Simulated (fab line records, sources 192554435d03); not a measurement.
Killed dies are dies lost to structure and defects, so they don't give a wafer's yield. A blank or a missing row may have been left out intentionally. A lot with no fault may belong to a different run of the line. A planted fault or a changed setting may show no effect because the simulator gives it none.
fab line records ; flow n5_finfet
record lots=6; wafers=18; last_day=19
route steps=1938 shown BEOL_M2@870 BEOL_M4@1111 PASSIVATION@1936
lots untouched by any fault: they come from a run of this same line in which no faults occurred
start_h: start of the lot's first displayed wafer, in hours after the record's first day ; wait_h: hours elapsed since this lot's preceding step ; " unchanged from the row above ; L1.1+2: several wafers, shown together as one row ; - either no value or no given start ; * or withheld: withheld ; < > ~ a bound
route shown NAME@n: names a module that has steps shown in the file, with the first one's number in the route ; usual: mean/standard deviation of fault-free wafers ; same: alike in all rows ; chamber/n: place in a boat ; sites: readings site by site ; _std_site: how widely they spread, as a standard deviation ; _edge_site: the outer-site mean with the inner-site mean subtracted ; radius_mm: how far each site lies from the wafer's centre ; mask NAME#n: copy n ; behind: tool/chamber where the wafer was last shaped ; hold: what put the lot on hold/how long, in hours/how the hold closed ; device: transistor that didn't switch, given as n, p or np ; end of line: at the end of the route, the tests of the same wafers ; where a step has no rows: the recipe by itself ; killed: not the wafer's yield, but the dies lost to structure and defects at the first sort ; map: a wafer's dies, x killed, . not, _ none there
set.NAME: the setting the step ran with; set.NAME@STEP: the setting that earlier step ran with ; model.NAME: the simulator's own value behind a step, which no gauge read
lots seen at some steps along the route; tables by step, rows by wafer
services: a tool's chamber out of use, with start hour (start_h, from the record's first day; less than 0 if before it), hours out, and reason
## steps
# step N5_BEOL_M2_COAT_22
# recipe resist=CAR-EUV; spin_rpm=1500; resist_thk_nm=30
# step N5_BEOL_M2_EBR_24
# recipe solvent=PGMEA; ebr_width_mm=1.5
# step N5_BEOL_M2_SOFTBAKE_23
# recipe temp_c=110; time_s=60; resist=CAR-EUV
# step N5_BEOL_M2_EXPOSE_25
# recipe mask_id=V1; na=0.33; source_shape=quasar; sigma_inner=0.2; sigma_outer=0.8; polarization=unpolarized; defocus_nm=5; dose_mj=63
# step N5_BEOL_M2_PEB_26
# recipe peb_temp_c=100; peb_time_s=60; resist=CAR-EUV
# step N5_BEOL_M2_DEVELOP_27
# recipe develop_time_s=30; developer=TMAH; resist=CAR-EUV; rinse_liquid=surfactant_rinse; dry=air_spin; dev_temp_c=23
# step N5_BEOL_M2_CD_MEAS_28
# recipe target_cd_nm=26.2; landing_energy_ev=500; detector=se_inlens; target_cd_y_nm=24.1; polarity=opening
# usual cd_nm=26.11/0.24
lot.wafer;tool;chamber;start_h;wait_h;cd_nm
L866.3;cd_sem-01;0;177.31;-;26.09
L866.4;cd_sem-01;0;177.31;-;26.28
L866.5;cd_sem-01;0;177.31;-;26.28
L867.1;cd_sem-02;0;184.79;-;26.08
L867.3;cd_sem-02;0;184.79;-;25.99
L867.4;cd_sem-02;0;184.79;-;25.72
L868.3;cd_sem-03;0;185.11;-;25.95
L868.4;cd_sem-03;0;185.11;-;26.08
L868.6;cd_sem-03;0;185.11;-;26.42
L876.3;cd_sem-01;0;229.36;-;26.03
L876.4;cd_sem-01;0;229.36;-;26.26
L876.6;cd_sem-01;0;229.36;-;25.81
L878.3;cd_sem-03;0;241.96;-;26.00
L878.4;cd_sem-03;0;241.96;-;25.93
L878.5;cd_sem-03;0;241.96;-;25.89
L881.1;cd_sem-02;0;303.63;-;26.37
L881.4;cd_sem-02;0;303.63;-;26.13
L881.5;cd_sem-02;0;303.63;-;26.47
# step N5_BEOL_M2_OVL_MEAS_29
# recipe points_per_wafer=522
# usual V1_OVL=0.2/0.72
lot.wafer;tool;chamber;start_h;wait_h;V1_OVL[nm]
L866.3;overlay-02;0;177.35;0.0;-0.4
L866.4;overlay-02;0;177.35;0.0;-0.1
L866.5;overlay-02;0;177.35;0.0;0.7
L867.1;overlay-02;0;184.82;0.0;-0.4
L867.3;overlay-02;0;184.82;0.0;0.5
L867.4;overlay-02;0;184.82;0.0;-0.2
L868.3;overlay-02;0;185.15;0.0;0.4
L868.4;overlay-02;0;185.15;0.0;0.7
L868.6;overlay-02;0;185.15;0.0;0.7
L876.3;overlay-01;0;229.40;0.0;-1.0
L876.4;overlay-01;0;229.40;0.0;1.5
L876.6;overlay-01;0;229.40;0.0;0.4
L878.3;overlay-01;0;242.00;0.0;-0.2
L878.4;overlay-01;0;242.00;0.0;-1.0
L878.5;overlay-01;0;242.00;0.0;0.9
L881.1;overlay-02;0;303.66;0.0;0.1
L881.4;overlay-02;0;303.66;0.0;0.5
L881.5;overlay-02;0;303.66;0.0;-0.3
# step N5_BEOL_M2_INSPECT_30
# recipe mode=adi; inspect_instrument=brightfield
# usual raw_defect_count=404/100
lot.wafer;tool;chamber;start_h;wait_h;raw_defect_count
L866.3;defect_inspect-01;-;177.40;0.0;456
L866.4;defect_inspect-01;-;177.40;0.0;312
L866.5;defect_inspect-01;-;177.40;0.0;252
L867.1;defect_inspect-01;-;184.88;0.1;324
L867.3;defect_inspect-01;-;184.88;0.1;296
L867.4;defect_inspect-01;-;184.88;0.1;271
L868.3;defect_inspect-01;-;185.19;0.0;466
L868.4;defect_inspect-01;-;185.19;0.0;530
L868.6;defect_inspect-01;-;185.19;0.0;553
L876.3;defect_inspect-02;-;229.45;0.0;263
L876.4;defect_inspect-02;-;229.45;0.0;360
L876.6;defect_inspect-02;-;229.45;0.0;338
L878.3;defect_inspect-02;-;242.04;0.0;524
L878.4;defect_inspect-02;-;242.04;0.0;284
L878.5;defect_inspect-02;-;242.04;0.0;435
L881.1;defect_inspect-01;-;303.72;0.1;412
L881.4;defect_inspect-01;-;303.72;0.1;355
L881.5;defect_inspect-01;-;303.72;0.1;424
# step N5_BEOL_M2_DESCUM_33
# recipe chemistry=O2; time_s=7; source_power_w=50; bias_power_w=20; pressure_mtorr=20; rf_frequency_hz=2.712e+07; temp_c=40; resist=CAR-EUV; o2_flow_sccm=225
# usual drypump_motor_current_A=5.8/0.41; o2_flow_sccm=225.0/0.72; oes_product_au=0.77/0.094; rf_vpp_V=243.6/1.5; showerhead_plenum_p_Torr=2.12/0.07; throttle_valve_pct=20.49/0.28
lot.wafer;tool;chamber;start_h;wait_h;drypump_motor_current_A;o2_flow_sccm;oes_product_au;rf_hours_counter_h;rf_vpp_V;showerhead_plenum_p_Torr;throttle_valve_pct
L866.3;rie_diel-03;1;177.43;0.0;6.1;224.7;0.67;283;241.9;2.06;20.32
L866.4;rie_diel-03;1;177.43;0.0;6.1;225.3;0.67;-;243.3;2.06;20.31
L866.5;rie_diel-03;2;177.43;0.0;5.2;224.9;0.68;-;241.9;2.08;20.88
L867.1;rie_diel-03;0;185.02;0.1;6.2;224.9;0.69;206;243.2;2.17;20.69
L867.3;rie_diel-03;2;185.02;0.1;5.2;223.9;0.68;254;244.0;2.08;20.88
L867.4;rie_diel-03;2;185.02;0.1;5.2;224.3;0.69;-;242.2;2.08;20.88
L868.3;rie_diel-01;1;185.32;0.1;6.1;225.5;0.88;41;245.1;2.12;20.09
L868.4;rie_diel-01;3;185.32;0.1;5.7;226.7;0.93;12;245.6;2.23;20.68
L868.6;rie_diel-01;0;185.32;0.1;5.2;225.8;0.80;-;244.5;2.19;20.42
L876.3;rie_diel-05;1;229.48;0.0;5.5;224.8;0.66;249;242.4;2.04;20.60
L876.4;rie_diel-05;3;229.48;0.0;6.1;225.3;0.72;-;241.4;1.99;20.50
L876.6;rie_diel-05;2;229.48;0.0;6.1;223.7;0.72;-;244.9;2.17;20.76
L878.3;rie_diel-01;1;242.64;0.6;6.1;224.2;0.85;60;242.8;2.11;20.12
L878.4;rie_diel-01;3;242.64;0.6;5.7;224.3;0.88;33;245.3;2.22;20.71
L878.5;rie_diel-01;1;242.64;0.6;6.1;224.5;0.85;-;242.9;2.11;20.12
L881.1;rie_diel-01;1;303.75;0.0;6.1;224.8;0.83;80;242.0;2.11;20.18
L881.4;rie_diel-01;0;303.75;0.0;5.2;225.1;0.74;142;243.9;2.18;20.48
L881.5;rie_diel-01;0;303.75;0.0;5.2;224.1;0.76;-;244.3;2.18;20.48
# step N5_BEOL_M2_ETCH_77
# recipe chemistry=N2/H2; target=underlayer; target_depth_a=65; mask_material=CAR-EUV; time_s=5.2; ion_energy_ev=200; pressure_mtorr=30; source_w=840; bias_w=150; n2_flow_sccm=200; h2_flow_sccm=200; ends=cleared
# usual drypump_motor_current_A=5.8/0.41; etch_rf_on_time_s=5.24/0.11; h2_flow_sccm=200.0/0.61; oes_product_au=0.66/0.081; rf_vpp_V=524.5/2.8; showerhead_plenum_p_Torr=2.57/0.089; throttle_valve_pct=17.87/0.21
lot.wafer;tool;chamber;start_h;wait_h;drypump_motor_current_A;etch_rf_on_time_s;h2_flow_sccm;oes_product_au;rf_hours_counter_h;rf_vpp_V;showerhead_plenum_p_Torr;throttle_valve_pct
L866.3;rie_diel-03;1;177.46;0.0;6.1;5.24;199.7;0.57;283;522.3;2.51;17.86
L866.4;rie_diel-03;1;177.46;0.0;6.1;5.23;199.3;0.57;-;522.8;2.51;17.85
L866.5;rie_diel-03;2;177.46;0.0;5.2;5.14;200.3;0.59;-;522.2;2.49;18.07
L867.1;rie_diel-03;0;185.05;0.0;6.2;5.27;200.8;0.59;206;524.5;2.62;18.06
L867.3;rie_diel-03;2;185.05;0.0;5.2;5.15;200.5;0.58;254;521.5;2.49;18.04
L867.4;rie_diel-03;2;185.05;0.0;5.2;5.12;200.3;0.58;-;521.5;2.49;18.05
L868.3;rie_diel-01;1;185.36;0.0;6.1;5.00;200.0;0.78;41;524.9;2.59;17.63
L868.4;rie_diel-01;3;185.36;0.0;5.7;5.34;200.4;0.78;12;527.2;2.72;18.10
L868.6;rie_diel-01;0;185.36;0.0;5.1;5.33;199.6;0.66;-;526.1;2.66;17.78
L876.3;rie_diel-05;1;229.51;0.0;5.5;5.51;199.8;0.56;249;522.5;2.48;17.96
L876.4;rie_diel-05;3;229.51;0.0;6.1;5.19;200.0;0.61;-;519.1;2.40;17.81
L876.6;rie_diel-05;2;229.51;0.0;6.2;5.26;200.1;0.61;-;527.1;2.63;18.04
L878.3;rie_diel-01;1;242.68;0.0;6.1;5.11;200.6;0.73;60;524.7;2.58;17.64
L878.4;rie_diel-01;3;242.68;0.0;5.7;5.34;200.0;0.75;33;529.1;2.71;18.12
L878.5;rie_diel-01;1;242.68;0.0;6.1;5.12;200.8;0.73;-;524.0;2.58;17.63
L881.1;rie_diel-01;1;303.78;0.0;6.1;5.06;199.2;0.71;80;522.9;2.57;17.69
L881.4;rie_diel-01;0;303.78;0.0;5.1;5.37;199.6;0.64;142;525.1;2.65;17.86
L881.5;rie_diel-01;0;303.78;0.0;5.2;5.40;199.1;0.63;-;527.5;2.65;17.81
# step N5_BEOL_M2_ETCH_69
# recipe chemistry=CF4; target=SiARC; target_depth_a=156; mask_material=CAR-EUV; time_s=26; ion_energy_ev=80; pressure_mtorr=40; source_w=545; bias_w=36; Ar_flow_sccm=100; cf4_flow_sccm=100; ends=cleared
# usual drypump_motor_current_A=5.8/0.41; etch_rf_on_time_s=26.3/0.53; oes_product_au=0.66/0.08; rf_vpp_V=184.3/1.2; showerhead_plenum_p_Torr=2.17/0.071; throttle_valve_pct=15.67/0.26
lot.wafer;tool;chamber;start_h;wait_h;drypump_motor_current_A;etch_rf_on_time_s;oes_product_au;rf_hours_counter_h;rf_vpp_V;showerhead_plenum_p_Torr;throttle_valve_pct
L866.3;rie_diel-03;1;177.48;0.0;6.1;26.3;0.57;283;182.6;2.11;15.59
L866.4;rie_diel-03;1;177.48;0.0;6.1;26.1;0.57;-;184.8;2.11;15.60
L866.5;rie_diel-03;2;177.48;0.0;5.2;25.7;0.58;-;183.9;2.11;15.95
L867.1;rie_diel-03;0;185.07;0.0;6.2;26.6;0.59;206;185.6;2.22;15.91
L867.3;rie_diel-03;2;185.07;0.0;5.2;25.5;0.58;254;183.8;2.11;15.95
L867.4;rie_diel-03;2;185.07;0.0;5.2;25.7;0.58;-;183.9;2.11;15.96
L868.3;rie_diel-01;1;185.37;0.0;6.1;25.2;0.77;41;186.3;2.17;15.29
L868.4;rie_diel-01;3;185.37;0.0;5.7;25.9;0.80;12;186.2;2.29;15.85
L868.6;rie_diel-01;0;185.37;0.0;5.2;26.7;0.66;-;186.0;2.24;15.59
L876.3;rie_diel-05;1;229.53;0.0;5.5;27.7;0.56;249;184.6;2.11;15.90
L876.4;rie_diel-05;3;229.53;0.0;6.1;25.7;0.61;-;183.2;2.03;15.68
L876.6;rie_diel-05;2;229.53;0.0;6.2;26.3;0.61;-;182.4;2.20;15.85
L878.3;rie_diel-01;1;242.69;0.0;6.1;25.9;0.73;60;184.2;2.16;15.32
L878.4;rie_diel-01;3;242.69;0.0;5.7;26.5;0.75;33;185.9;2.29;15.89
L878.5;rie_diel-01;1;242.69;0.0;6.1;25.8;0.73;-;185.4;2.16;15.32
L881.1;rie_diel-01;1;303.80;0.0;6.1;25.5;0.71;80;182.4;2.16;15.38
L881.4;rie_diel-01;0;303.80;0.0;5.2;27.1;0.63;142;184.2;2.23;15.66
L881.5;rie_diel-01;0;303.80;0.0;5.2;27.1;0.63;-;185.4;2.23;15.68
# step N5_BEOL_M2_ALD_98
# recipe material=SiO2; target_thk_a=25; temp_c=100; ald_precursor_family=BDEAS; ald_co_reactant=O2-plasma; pulse_time_s=1; co_reactant_pulse_time_s=1; purge_time_s=2; co_reactant_purge_time_s=2; ald_cycles=17; pressure_torr=2
# usual ald_cycles=17/0; chamber_pressure_Torr=2.000/0.0047; heater_power_w=81/5.9; precursor_pulse_height_rel=0.995/0.017
lot.wafer;tool;chamber;start_h;wait_h;ald_cycles;chamber_pressure_Torr;heater_power_w;precursor_pulse_height_rel;model.SiO2_of_BEOL_M2_ALD_98.thk_nm
L866.3;ald_sin-02;3;177.57;0.1;17;2.001;82;1.008;2.4
L866.4;ald_sin-02;1;177.57;0.1;17;1.996;83;0.994;2.4
L866.5;ald_sin-02;1;177.57;0.1;17;1.999;84;0.963;2.6
L867.1;ald_sin-04;0;185.15;0.1;17;2.006;90;0.988;2.4
L867.3;ald_sin-04;1;185.15;0.1;17;1.988;85;0.985;2.4
L867.4;ald_sin-04;3;185.15;0.1;17;2.004;65;0.991;2.4
L868.3;ald_sin-04;3;185.46;0.1;17;1.994;67;0.997;2.4
L868.4;ald_sin-04;2;185.46;0.1;17;1.999;86;0.978;2.6
L868.6;ald_sin-04;1;185.46;0.1;17;2.007;88;0.977;2.4
L876.3;ald_sin-02;0;229.61;0.1;17;2.001;75;0.992;2.4
L876.4;ald_sin-02;2;229.61;0.1;13;1.996;80;0.988;2
L876.6;ald_sin-02;0;229.61;0.1;17;2.005;78;1.039;2.4
L878.3;ald_sin-02;0;242.93;0.2;17;2.005;77;1.011;2.4
L878.4;ald_sin-02;2;242.93;0.2;13;1.995;83;0.992;2
L878.5;ald_sin-02;0;242.93;0.2;17;2.001;76;1.004;2.4
L881.1;ald_sin-04;1;303.88;0.1;17;2.002;89;0.999;2.4
L881.4;ald_sin-04;0;303.88;0.1;17;1.998;94;1.030;2.6
L881.5;ald_sin-04;2;303.88;0.1;17;1.995;88;0.988;2.6
# step N5_BEOL_M2_ETCHBACK_99
# recipe chemistry=CHF3; target=SiO2; target_depth_a=50; time_s=10.4; source_w=215; bias_w=47; Ar_flow_sccm=200; CHF3_flow_sccm=12; ion_energy_ev=100; pressure_mtorr=30
# usual drypump_motor_current_A=5.8/0.41; oes_product_au=0.78/0.11; rf_vpp_V=240/5; showerhead_plenum_p_Torr=2.16/0.082; throttle_valve_pct=17.08/0.27
lot.wafer;tool;chamber;start_h;wait_h;drypump_motor_current_A;oes_product_au;rf_hours_counter_h;rf_vpp_V;showerhead_plenum_p_Torr;throttle_valve_pct
L866.3;rie_diel-03;2;178.74;1.1;5.2;0.68;252;240;2.14;17.48
L866.4;rie_diel-03;0;178.74;1.1;6.1;0.69;-;243;2.22;17.31
L866.5;rie_diel-03;2;178.74;1.1;5.2;0.68;-;238;2.14;17.48
L867.1;rie_diel-03;2;185.28;0.1;5.2;0.68;254;241;2.14;17.51
L867.3;rie_diel-03;0;185.28;0.1;6.2;0.69;206;243;2.22;17.31
L867.4;rie_diel-03;1;185.28;0.1;6.1;0.67;-;237;2.11;16.99
L868.3;rie_diel-05;0;189.89;4.4;6.1;0.70;239;232;2.04;17.07
L868.4;rie_diel-05;3;189.89;4.4;6.1;0.73;205;232;2.03;17.01
L868.6;rie_diel-05;1;189.89;4.4;5.5;0.67;-;236;2.11;17.26
L876.3;rie_diel-03;0;236.38;6.7;6.2;0.68;228;242;2.21;17.34
L876.4;rie_diel-03;2;236.38;6.7;5.2;0.97;3;240;2.13;17.03
L876.6;rie_diel-03;2;236.38;6.7;5.2;0.97;-;240;2.13;17.05
L878.3;rie_diel-05;2;243.05;0.1;6.1;0.71;200;247;2.22;17.32
L878.4;rie_diel-05;3;243.05;0.1;6.1;0.71;-;232;2.02;17.06
L878.5;rie_diel-05;2;243.05;0.1;6.1;0.71;-;245;2.22;17.32
L881.1;rie_diel-01;3;309.69;5.8;5.7;0.85;53;237;2.29;17.36
L881.4;rie_diel-01;0;309.69;5.8;5.2;0.74;143;244;2.23;17.06
L881.5;rie_diel-01;1;309.69;5.8;6.1;0.83;-;248;2.18;16.91
# step N5_BEOL_M4_RC_MEAS_101
# usual DIBL_N=36.3/2.2; DIBL_P=36.0/2.4; IOFF_N=0.16/0.042; IOFF_P=0.22/0.041; ION_N=672/14; ION_P=462/7.9; SS_N=71.7/0.76; SS_P=73.3/0.72; VT_N=250/3.6; VT_P=-249/3
lot.wafer;tool;chamber;start_h;wait_h;DIBL_N[mV/V];DIBL_P[mV/V];IOFF_N[nA/um];IOFF_P[nA/um];ION_N[uA/um];ION_P[uA/um];SS_N[mV/dec];SS_P[mV/dec];VT_N[mV];VT_P[mV]
L866.3;prober-01;0;205.51;0.3;34.7;34.8;0.14;0.20;664;461;71.5;72.4;251;-251
L866.4;prober-01;0;205.51;0.3;36.1;35.8;0.15;0.20;667;454;71.8;73.6;254;-250
L866.5;prober-01;0;205.51;0.3;35.9;36.1;0.16;0.21;672;462;71.8;72.9;252;-252
L867.1;prober-02;0;209.04;0.0;34.7;33.6;0.14;0.19;653;454;71.1;73.6;254;-253
L867.3;prober-02;0;209.04;0.0;33.6;32.8;0.13;0.21;671;469;70.4;72.1;254;-249
L867.4;prober-02;0;209.04;0.0;34.4;34.2;0.15;0.21;677;473;71.2;73.0;250;-250
L868.3;prober-01;0;210.61;0.3;41.9;41.4;0.27;0.32;698;471;72.4;74.5;241;-243
L868.4;prober-01;0;210.61;0.3;38.6;38.1;0.18;0.25;684;467;71.8;73.5;248;-248
L868.6;prober-01;0;210.61;0.3;36.6;34.8;0.14;0.20;660;452;71.2;72.7;251;-250
L876.3;prober-01;0;285.80;0.3;34.3;31.1;0.11;0.15;652;451;70.7;73.0;254;-255
L876.4;prober-01;0;285.80;0.3;42.5;39.2;0.32;0.30;680;469;74.0;74.4;243;-246
L876.6;prober-01;0;285.80;0.3;38.5;36.7;0.19;0.24;682;466;72.0;74.3;246;-248
L878.3;prober-01;0;295.20;0.3;39.2;38.1;0.21;0.26;705;475;71.9;73.8;248;-247
L878.4;prober-01;0;295.20;0.3;36.5;35.3;0.15;0.21;671;467;71.1;73.7;252;-252
L878.5;prober-01;0;295.20;0.3;35.1;33.1;0.13;0.19;669;463;71.2;73.0;250;-251
L881.1;prober-01;0;342.31;0.4;36.2;37.5;0.17;0.22;681;462;71.8;72.8;251;-248
L881.4;prober-01;0;342.31;0.4;35.7;36.7;0.17;0.21;677;462;71.1;73.6;250;-250
L881.5;prober-01;0;342.31;0.4;36.9;38.0;0.19;0.23;686;466;72.3;73.8;249;-248
# step N5_PASSIVATION_PROBE_49
# usual defect_limited_yield=91.3/1.7; killed_at_M0_to_M3=33/9.9; killed_at_M4_up=14/6.4; killed_at_contacts=12/7; killed_at_front_end=41/13; killed_at_other=3.1/2.9; killed_dies=103/20; killed_on_rim=13/4; killed_open=67/14; killed_short=34/9.4; sort_bin_4_leakage=0.03/0.24; sort_bin_5_function=5.1/1.1; sort_bin_6_memory=3.2/0.79; sort_bin_8_speed=0.02/0.15; sort_n_pass=1077/21; sort_yield_pct=91.2/1.7
# same gross_dies=1180; killed_at_back_side=0
lot.wafer;tool;chamber;start_h;wait_h;defect_limited_yield[%];killed_at_M0_to_M3;killed_at_M4_up;killed_at_contacts;killed_at_front_end;killed_at_other;killed_dies;killed_on_rim;killed_open;killed_short;sort_bin_4_leakage[%];sort_bin_5_function[%];sort_bin_6_memory[%];sort_bin_8_speed[%];sort_n_pass;sort_yield_pct[%]
L868.3;prober-01;-;305.09;0.1;88.6;57;2;8;65;3;135;12;81;50;0.08;7.2;4.1;0;1044;88.5
L868.4;prober-01;-;305.14;0.2;90.8;37;11;8;50;3;109;13;71;38;0;5.7;3.1;0;1071;90.8
L868.6;prober-01;-;305.24;0.3;91.8;37;8;8;38;6;97;15;63;32;0;4.8;3.2;0;1083;91.8
L878.5;prober-01;-;402.65;0.2;92.6;26;8;12;32;9;87;12;52;31;0;4.4;3.0;0;1093;92.6
# killed by level:class
L868.3 FIN_SAQP:geometric_particle:short=14 BEOL_M3:geometric_particle:open=14 STI_FIN_REVEAL:geometric_particle:open=13 BEOL_M0_SAQP:geometric_particle:short=12 DUMMY_GATE:geometric_particle:open=9 BEOL_M0_SAQP:geometric_particle:open=9 FIN_SAQP:geometric_particle:open=7 MOL_CONTACT_COAG:geometric_particle:open=7
L868.4 STI_FIN_REVEAL:geometric_particle:open=30 BEOL_M3:geometric_particle:open=7 MOL_CONTACT_COAG:geometric_particle:open=7 BEOL_M0_SAQP:geometric_particle:short=7 FIN_SAQP:geometric_particle:short=6 BEOL_M0_SAQP:geometric_particle:open=6 BEOL_M4:geometric_particle:short=6 BEOL_M2:geometric_particle:open=5
L868.6 FIN_SAQP:geometric_particle:short=11 BEOL_M0_SAQP:geometric_particle:open=10 BEOL_M2:geometric_particle:open=10 STI_FIN_REVEAL:geometric_particle:open=8 MOL_CONTACT_COAG:geometric_particle:open=8 FIN_SAQP:geometric_particle:open=7 BEOL_M0_SAQP:geometric_particle:short=7 BEOL_M1:geometric_particle:open=5
L878.5 BEOL_M3:geometric_particle:open=13 MOL_CONTACT_COAG:geometric_particle:open=11 STI_FIN_REVEAL:geometric_particle:open=8 STARTING-WAFER:geometric_particle:short=6 GATE_CUT:geometric_particle:short=5 BEOL_M2:geometric_particle:open=4 MIM_TOP_ETCH:geometric_particle:short=3 STARTING-WAFER:geometric_particle:open=3
## services
tool;chamber;start_h;hours;kind
rie_diel-05;0;175.21;1.2;repair
rie_diel-03;1;192.64;-;clean
rie_diel-03;1;192.64;-;consumable_replace:focus_ring
rie_diel-03;1;192.64;15.9;scheduled_down
rie_diel-03;1;192.64;15.9;vent_cycle
rie_diel-03;2;208.58;-;clean
rie_diel-03;2;208.58;-;consumable_replace:focus_ring
rie_diel-03;2;208.58;19.2;scheduled_down
rie_diel-03;2;208.58;19.2;vent_cycle
ald_sin-04;2;212.32;4.2;repair
rie_diel-01;-;216.73;1.2;repair
ald_sin-02;2;224.19;2.0;repair
ald_sin-02;3;225.22;17.1;repair
rie_diel-05;1;237.91;6.5;repair
rie_diel-03;0;258.93;7.9;repair
ald_sin-04;0;261.16;5.3;repair
rie_diel-03;1;266.71;8.6;repair
rie_diel-03;1;289.50;8.2;repair
rie_diel-03;0;302.02;-;clean
rie_diel-03;0;302.02;-;consumable_replace:focus_ring
rie_diel-03;0;302.02;32.1;scheduled_down
ald_sin-04;-;306.77;2.6;repair
rie_diel-05;1;308.63;4.9;repair
rie_diel-03;2;309.62;9.7;repair
## key
first_sign step=N5_BEOL_M2_ALD_98; reading=ald_cycles; direction=down; sigmas=99+; usual=*; struck=*
effect none on later readings
model_effect step=N5_BEOL_M2_ALD_98; value=SiO2_of_BEOL_M2_ALD_98.thk_nm; without=2.4; struck=2
met_at N5_BEOL_M2_ALD_98
struck_wafers L876.4,L878.4
fault kind=process_parameter_drift; tool=ald_sin-02; chamber=2; onset_h=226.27; steps=N5_BEOL_M2_ALD_98; channel=ald_cycles; offset=*; shape=step; end_h=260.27; acts_in=*; stated=*
